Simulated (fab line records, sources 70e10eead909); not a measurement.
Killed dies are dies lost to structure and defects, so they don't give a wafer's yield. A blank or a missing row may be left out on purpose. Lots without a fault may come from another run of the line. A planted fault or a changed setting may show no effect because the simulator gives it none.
Which tool did it? | flow nand_harc | 12 lots, 36 wafers sampled, at 5 steps of a route of 1302

WHAT THE GAUGES READ, wafer by wafer
NHARC_A_M1_CD_MEAS_16. Usual: cd_nm 120.3 nm, standard deviation 0.96.
lot  | measured     | on        | cd_nm (nm)        | flag
L433 | day 23 09:16 | cd_sem-01 | 121.1 122.3 121.7 |
L432 | day 23 19:31 | cd_sem-01 | 120.1 120.0 119.4 |
L435 | day 25 15:49 | cd_sem-03 | 120.9 121.2 121.5 |
L437 | day 26 05:40 | cd_sem-01 | 121.4 118.6 119.5 |
L440 | day 26 20:45 | cd_sem-02 | 121.1 120.6 120.9 |
L441 | day 27 03:22 | cd_sem-03 | 119.8 119.6 120.1 |
L442 | day 28 11:25 | cd_sem-01 | 121.2 120.7 121.4 |
L445 | day 28 20:29 | cd_sem-01 | 119.6 119.9 120.7 |
L449 | day 30 06:17 | cd_sem-01 | 120.0 121.3 120.4 |
L448 | day 30 09:34 | cd_sem-03 | 120.8 121.6 121.4 |
L450 | day 30 19:06 | cd_sem-02 | 120.0 120.3 120.0 |
L453 | day 32 13:41 | cd_sem-02 | 119.6 119.1 118.6 |

NHARC_END_SORT_01. Usual: defect_limited_yield 90.8 %, standard deviation 2.5; killed_at_array 58, standard deviation 17; killed_at_other 1.0, standard deviation 1.4; killed_at_periphery 3.6, standard deviation 2.4; killed_dies 62, standard deviation 17; killed_open 3.4, standard deviation 2; killed_short 2.2, standard deviation 1.6.
lot  | measured     | on        | defect_limited_yield (%) | killed_at_array | killed_at_other | killed_at_periphery | killed_dies | killed_open | killed_short | flag
L435 | day 27 03:26 | prober-02 | 90.8 89.7 89.4           | 58 64 69        | 1 0 0           | 3 6 3               | 62 70 72    | 4 5 4       | 0 5 3        |
L437 | day 27 17:59 | prober-01 | 90.5 90.7 89.4           | 54 60 65        | 0 0 0           | 10 3 7              | 64 63 72    | 9 4 6       | 5 2 1        |
L440 | day 28 09:23 | prober-01 | 92.2 90.4 91.3           | 48 60 56        | 1 1 0           | 4 4 3               | 53 65 59    | 1 4 5       | 3 3 3        |
L441 | day 28 18:42 | prober-01 | 91.1 90.3 93.2           | 52 59 42        | 2 0 3           | 6 7 1               | 60 66 46    | 1 3 1       | 7 1 1        |
L445 | day 30 13:37 | prober-01 | 88.6 89.2 91.1           | 72 68 57        | 1 0 1           | 4 5 2               | 77 73 60    | 7 4 2       | 3 2 2        |

WHICH TOOL RAN EACH LOT (tool, then ch and the chambers of the sampled wafers, then the start)
lot  | NHARC_A_M0_ANNEAL_30             | NHARC_A_M1_ETCH_35                 | NHARC_A_M1_ETCH_15
L433 | rtp_anneal-02 ch 0, day 23 06:43 | rie_diel-10 ch 1,2,3, day 23 09:02 | rie_diel-10 ch 0,1, day 23 09:08
L432 | rtp_anneal-01 ch 0, day 23 16:51 | rie_diel-05 ch 0,1,3, day 23 19:17 | rie_diel-05 ch 2,3, day 23 19:23
L435 | rtp_anneal-02 ch 0, day 25 13:12 | rie_diel-01 ch 2,3, day 25 15:35   | rie_diel-01 ch 0,2, day 25 15:40
L437 | rtp_anneal-02 ch 0, day 26 02:59 | rie_diel-05 ch 0,1,2, day 26 05:26 | rie_diel-05 ch 0,2,3, day 26 05:32
L440 | rtp_anneal-01 ch 0, day 26 18:02 | rie_diel-01 ch 0,2, day 26 20:32   | rie_diel-01 ch 2,3, day 26 20:38
L441 | rtp_anneal-02 ch 0, day 27 00:46 | rie_diel-10 ch 0,2, day 27 03:09   | rie_diel-10 ch 0,1,2, day 27 03:15
L442 | rtp_anneal-01 ch 0, day 28 08:56 | rie_diel-01 ch 1,2, day 28 11:11   | rie_diel-01 ch 1,2,3, day 28 11:17
L445 | rtp_anneal-02 ch 0, day 28 17:29 | rie_diel-01 ch 0,2, day 28 20:17   | rie_diel-01 ch 2,3, day 28 20:22
L449 | rtp_anneal-02 ch 0, day 30 03:47 | rie_diel-01 ch 1,2, day 30 06:04   | rie_diel-01 ch 0,1,3, day 30 06:10
L448 | rtp_anneal-01 ch 0, day 30 06:52 | rie_diel-01 ch 1,2,3, day 30 09:21 | rie_diel-01 ch 0,1,2, day 30 09:26
L450 | rtp_anneal-02 ch 0, day 30 16:19 | rie_diel-10 ch 0,1, day 30 18:51   | rie_diel-10 ch 0,2,3, day 30 18:58
L453 | rtp_anneal-01 ch 0, day 32 11:08 | rie_diel-05 ch 0,2,3, day 32 13:28 | rie_diel-05 ch 0,2,3, day 32 13:34
- NHARC_A_M0_ANNEAL_30: time 90 s.
- NHARC_A_M1_ETCH_35: etches the open film in N2/H2, target depth 40 nm, overetch 12 nm, time 43.94 s.
- NHARC_A_M1_ETCH_15: etches the open film in C4F8/Ar, target depth 182.5 nm, time 91.2 s.

WHAT THE TOOLS THEMSELVES READ (means of the sampled wafers that have a number; where no wafer has one, the mark that the record gives instead)
NHARC_A_M0_ANNEAL_30. Usual: wafer_temp_C_max 226.3, standard deviation 0.51.
lot  | tool          | wafer_temp_C_max | flag
L433 | rtp_anneal-02 | 225.7            |
L432 | rtp_anneal-01 | 226.2            |
L435 | rtp_anneal-02 | 226.0            |
L437 | rtp_anneal-02 | 225.7            |
L440 | rtp_anneal-01 | 226.6            |
L441 | rtp_anneal-02 | 225.9            |
L442 | rtp_anneal-01 | 226.5            |
L445 | rtp_anneal-02 | 225.9            |
L449 | rtp_anneal-02 | 225.6            |
L448 | rtp_anneal-01 | 226.6            |
L450 | rtp_anneal-02 | 225.9            |
L453 | rtp_anneal-01 | 226.6            |

NHARC_A_M1_ETCH_35. Usual: drypump_motor_current_A 5.7 A, standard deviation 0.38; oes_product_au 1.003 a.u., standard deviation 0.012; rf_vpp_V 429.3 V, standard deviation 2.6; run_length_s 65.2 s, standard deviation 0.51; showerhead_plenum_p_Torr 1.99 Torr, standard deviation 0.092; throttle_valve_pct 14.172 %, standard deviation 0.0092.
lot  | tool        | drypump_motor_current_A (A) | oes_product_au (a.u.) | rf_vpp_V (V) | run_length_s (s) | showerhead_plenum_p_Torr (Torr) | throttle_valve_pct (%) | flag
L433 | rie_diel-10 | 5.9                         | 1.003                 | 428.2        | 65.0             | 1.94                            | 14.175                 |
L432 | rie_diel-05 | 5.3                         | 0.996                 | 431.4        | 65.1             | 2.07                            | 14.178                 |
L435 | rie_diel-01 | 5.4                         | 1.007                 | 428.4        | 65.2             | 1.96                            | 14.164                 |
L437 | rie_diel-05 | 5.4                         | 1.007                 | 432.7        | 65.4             | 2.11                            | 14.168                 |
L440 | rie_diel-01 | 5.4                         | 1.011                 | 426.7        | 65.0             | 1.91                            | 14.175                 |
L441 | rie_diel-10 | 5.9                         | 1.013                 | 431.3        | 65.1             | 2.05                            | 14.168                 |
L442 | rie_diel-01 | 5.4                         | 1.011                 | 427.3        | 65.3             | 1.93                            | 14.178                 |
L445 | rie_diel-01 | 5.4                         | 1.016                 | 427.5        | 65.1             | 1.91                            | 14.178                 |
L449 | rie_diel-01 | 5.4                         | 1.010                 | 427.0        | 65.3             | 1.93                            | 14.178                 |
L448 | rie_diel-01 | 5.7                         | 1.006                 | 428.6        | 65.5             | 1.98                            | 14.166                 |
L450 | rie_diel-10 | 6.0                         | 1.005                 | 431.6        | 65.2             | 2.08                            | 14.176                 |
L453 | rie_diel-05 | 5.6                         | 0.997                 | 429.6        | 64.9             | 2.02                            | 14.163                 |

NHARC_A_M1_ETCH_15. Usual: oes_product_au 0.951 a.u., standard deviation 0.023; rf_vpp_V 439.5 V, standard deviation 2.8; run_length_s 112.5 s, standard deviation 0.5.
lot  | tool        | oes_product_au (a.u.) | rf_vpp_V (V) | run_length_s (s) | flag
L433 | rie_diel-10 | 0.970                 | 441.2        | 112.5            |
L432 | rie_diel-05 | 0.954                 | 438.7        | 112.9            |
L435 | rie_diel-01 | 0.933                 | 437.7        | 112.5            |
L437 | rie_diel-05 | 0.966                 | 440.2        | 112.3            |
L440 | rie_diel-01 | 0.956                 | 437.9        | 112.3            |
L441 | rie_diel-10 | 0.974                 | 440.0        | 112.6            |
L442 | rie_diel-01 | 0.974                 | 439.2        | 112.6            |
L445 | rie_diel-01 | 0.936                 | 438.2        | 112.4            |
L449 | rie_diel-01 | 0.963                 | 438.8        | 110.6            | OFF
L448 | rie_diel-01 | 0.923                 | 438.0        | 110.6            | OFF
L450 | rie_diel-10 | 0.980                 | 439.0        | 111.9            |
L453 | rie_diel-05 | 0.925                 | 440.4        | 112.1            |

THE ANSWER, worked out from the rows above alone
Rule: a lot is off if the mean of its wafers that have a number lies more than 3 standard deviations from the usual mean. A lot without any number at a reading at which 4 lots or more have one is off too. The other lots that the step has rows for count as sound. The gauges are gone through in route order, then the tools' own readings, and for those a lot's mean is taken as printed above. The first step at which some lot is off is used, and at that step the reading that is off furthest; a lot without a number counts as furthest.
Off: L449, L448, at NHARC_A_M1_ETCH_15 (run_length_s).
A tool fits if, at that step or a process step before it, it ran every lot that is off, and no sound lot after the first of them. One fits: rie_diel-01 at NHARC_A_M1_ETCH_35 and NHARC_A_M1_ETCH_15. At NHARC_A_M1_ETCH_35 its last sound lot is L445 (day 28 20:17), its first lot that is off L449 (day 30 06:04): a fault that began between those two fits.

WHAT THE SIMULATOR HAD PUT IN
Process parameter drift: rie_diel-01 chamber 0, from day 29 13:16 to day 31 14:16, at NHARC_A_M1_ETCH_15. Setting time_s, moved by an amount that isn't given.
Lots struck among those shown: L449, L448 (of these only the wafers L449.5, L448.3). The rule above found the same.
